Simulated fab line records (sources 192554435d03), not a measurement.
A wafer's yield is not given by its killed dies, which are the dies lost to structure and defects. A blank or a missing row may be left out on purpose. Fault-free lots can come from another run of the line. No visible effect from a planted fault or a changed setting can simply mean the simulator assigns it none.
What tool caused it? | flow n5Finfet | 12 lots, 34 wafers sampled, at 5 steps of a route of 1938

WHAT THE GAUGES SHOWED, per wafer
N5_FIN_CUT_OVL_MEAS_09.
lot  | measured    | on         | FIN_CUT_OVL (nm)
L168 | day 2 08:10 | overlay-01 | 0.9 -0.8 0.4
L169 | day 2 15:07 | overlay-01 | 0.2 0.6 -0.2
L172 | day 3 09:18 | overlay-02 | 0.2 0.1
L174 | day 3 20:56 | overlay-01 | -0.1 0.4
L180 | day 5 12:19 | overlay-02 | 1.3 0.5 0.8
L181 | day 5 18:56 | overlay-01 | 0.3 0.6 1.2
L183 | day 6 04:28 | overlay-01 | 0.0 0.9 0.1
L185 | day 6 14:41 | overlay-01 | 0.4 0.6 -0.2
L186 | day 6 22:44 | overlay-01 | 0.3 0.4 0.5
L187 | day 7 03:28 | overlay-02 | -0.4 -0.1 -0.2
L188 | day 7 11:37 | overlay-01 | -1.2 -0.5 -0.8
L189 | day 7 13:50 | overlay-02 | 0.1 0.4 0.0

N5_STI_FIN_REVEAL_FIN_H_MEAS_10.
lot  | measured    | on     | trenchDepthNm (nm)
L168 | day 2 18:11 | ocd-01 | 52.0 51.6 51.1
L169 | day 3 01:41 | ocd-01 | 50.6 52.4 52.0
L172 | day 3 19:31 | ocd-01 | 36.1 52.0
L174 | day 4 07:35 | ocd-02 | 35.5 34.2
L180 | day 5 22:04 | ocd-02 | 52.2 52.2 53.1
L181 | day 6 04:59 | ocd-02 | 52.2 51.7 52.6
L183 | day 6 14:23 | ocd-02 | 53.2 53.5 51.7
L185 | day 7 02:01 | ocd-01 | 52.2 51.4 50.8
L186 | day 7 10:18 | ocd-02 | 51.1 52.2 52.2
L187 | day 7 13:19 | ocd-01 | 52.7 52.6 51.3
L188 | day 7 21:26 | ocd-02 | 53.1 53.1 51.5
L189 | day 7 23:51 | ocd-02 | 51.5 51.6 51.9

TOOL THAT RAN EACH LOT (tool first, then ch and the chambers of the sampled wafers, then the start)
lot  | N5_FIN_CUT_STRIP_24              | N5_STI_FIN_REVEAL_ALD_14        | N5_STI_FIN_REVEAL_RECESS_09
L168 | rieDiel-01 ch 1,2,3, day 2 08:47 | aldSin-03 ch 0,1,2, day 2 09:23 | vaporEtch-01 ch 0,1, day 2 15:26
L169 | rieDiel-06 ch 0,1,2, day 2 15:39 | aldSin-01 ch 0,1,2, day 2 16:15 | vaporEtch-01 ch 0,1, day 2 22:58
L172 | rieDiel-01 ch 2, day 3 09:49     | aldSin-01 ch 2, day 3 10:26     | vaporEtch-02 ch 0, day 3 16:17
L174 | rieDiel-02 ch 0,3, day 3 21:36   | aldSin-02 ch 0,3, day 3 22:28   | vaporEtch-02 ch 1, day 4 04:17
L180 | rieDiel-02 ch 0,1,2, day 5 12:57 | aldSin-02 ch 0,1,3, day 5 13:32 | vaporEtch-01 ch 0,1, day 5 19:22
L181 | rieDiel-02 ch 0,2,3, day 5 19:27 | aldSin-02 ch 1,2, day 5 20:23   | vaporEtch-01 ch 0, day 6 02:18
L183 | rieDiel-06 ch 1,2,3, day 6 04:58 | aldSin-01 ch 0,1,2, day 6 05:34 | vaporEtch-01 ch 0,1, day 6 12:10
L185 | rieDiel-02 ch 1,3, day 6 15:12   | aldSin-03 ch 1,3, day 6 17:22   | vaporEtch-01 ch 0,1, day 6 23:17
L186 | rieDiel-06 ch 0,2, day 6 23:14   | aldSin-02 ch 0,1,3, day 7 01:44 | vaporEtch-01 ch 0,1, day 7 07:34
L187 | rieDiel-06 ch 0,2, day 7 03:59   | aldSin-03 ch 0,2, day 7 04:45   | vaporEtch-02 ch 0,1, day 7 10:37
L188 | rieDiel-01 ch 0,1,3, day 7 12:07 | aldSin-03 ch 0,2,3, day 7 12:45 | vaporEtch-02 ch 0,1, day 7 19:14
L189 | rieDiel-01 ch 0,2,3, day 7 14:34 | aldSin-03 ch 1,2, day 7 15:08   | vaporEtch-02 ch 0,1, day 7 21:09
- N5_FIN_CUT_STRIP_24: strips in CF4.
- N5_STI_FIN_REVEAL_ALD_14: deposits Si3N4, target thk 3 nm.
- N5_STI_FIN_REVEAL_RECESS_09: chemistry HF/NH3, target SiO2, afs cycles 11, target depth 42.5 nm, sublimation time 60 s.

WHAT THE TOOLS THEMSELVES READ (means of the sampled wafers that have a number; where no wafer has one, the mark that the record gives instead)
N5_FIN_CUT_STRIP_24.
lot  | tool       | drypumpMotorCurrentA (A) | oesProductAu (a.u.) | rfVppV (V) | showerheadPlenumPTorr (Torr) | throttleValvePct (%)
L168 | rieDiel-01 | 5.47                     | 0.79                | 271.6      | 1.84                         | 13.70
L169 | rieDiel-06 | 5.51                     | 0.73                | 272.2      | 1.82                         | 13.64
L172 | rieDiel-01 | 5.77                     | 0.70                | 272.2      | 1.85                         | 14.03
L174 | rieDiel-02 | 5.23                     | 0.74                | 270.4      | 1.78                         | 13.58
L180 | rieDiel-02 | 5.53                     | 0.81                | 271.6      | 1.80                         | 13.39
L181 | rieDiel-02 | 5.43                     | 0.77                | 271.1      | 1.79                         | 13.44
L183 | rieDiel-06 | 5.53                     | 0.77                | 272.3      | 1.84                         | 13.44
L185 | rieDiel-02 | 5.54                     | 0.82                | 270.6      | 1.74                         | 13.51
L186 | rieDiel-06 | 5.55                     | 0.72                | 272.2      | 1.85                         | 13.60
L187 | rieDiel-06 | 5.54                     | 0.72                | 271.3      | 1.84                         | 13.62
L188 | rieDiel-01 | 5.35                     | 0.77                | 271.7      | 1.79                         | 13.61
L189 | rieDiel-01 | 5.44                     | 0.76                | 270.9      | 1.79                         | 13.79

N5_STI_FIN_REVEAL_ALD_14.
lot  | tool      | heaterPowerW (W)
L168 | aldSin-03 | 847
L169 | aldSin-01 | 822
L172 | aldSin-01 | 708
L174 | aldSin-02 | 733
L180 | aldSin-02 | 796
L181 | aldSin-02 | 900
L183 | aldSin-01 | 815
L185 | aldSin-03 | 912
L186 | aldSin-02 | 790
L187 | aldSin-03 | 810
L188 | aldSin-03 | 853
L189 | aldSin-03 | 888

N5_STI_FIN_REVEAL_RECESS_09.
lot  | tool         | drypumpMotorCurrentA (A) | tempC (C)
L168 | vaporEtch-01 | 5.9                      | 29.91
L169 | vaporEtch-01 | 5.9                      | 29.98
L172 | vaporEtch-02 | 5.2                      | 30.00
L174 | vaporEtch-02 | 5.2                      | 30.04
L180 | vaporEtch-01 | 5.9                      | 29.98
L181 | vaporEtch-01 | 6.0                      | 29.92
L183 | vaporEtch-01 | 6.0                      | 30.06
L185 | vaporEtch-01 | 5.9                      | 29.90
L186 | vaporEtch-01 | 5.9                      | 29.99
L187 | vaporEtch-02 | 5.2                      | 29.87
L188 | vaporEtch-02 | 5.2                      | 29.92
L189 | vaporEtch-02 | 5.2                      | 29.91

THE ANSWER, worked out from the rows above alone
Rule: what is usual is taken from the lots themselves. Put in order of their means at a reading, lots are off if they are a third of the lots or fewer, leave a main group of 4 or more, and stand apart from it by a gap of 3 or more times the standard deviation of the main group's means; of several such gaps the widest counts. If all means in a main group match to the digits the tables above print for the reading, that group is not used. Also off: a lot with no number at a reading for which 4 or more lots have one. All remaining lots with rows at the step are treated as sound. After the gauges, taken in route order, come the tools' own readings; for these a lot's mean is taken, as printed above. The first step at which some lot is off is used, and at that step the reading that is off furthest; a lot without a number counts as furthest.
Off: L172, L174 (N5_STI_FIN_REVEAL_FIN_H_MEAS_10, trenchDepthNm). Mean 52.0 nm and standard deviation 0.45 in the main group.
A tool fits if, at a process step before that reading, it ran every lot that is off, and no sound lot after the first of them. Gauges at N5_STI_FIN_REVEAL_FIN_H_MEAS_10: tried the same way as those tools. None of those tried fits.

WHAT THE SIMULATOR HAD INSERTED
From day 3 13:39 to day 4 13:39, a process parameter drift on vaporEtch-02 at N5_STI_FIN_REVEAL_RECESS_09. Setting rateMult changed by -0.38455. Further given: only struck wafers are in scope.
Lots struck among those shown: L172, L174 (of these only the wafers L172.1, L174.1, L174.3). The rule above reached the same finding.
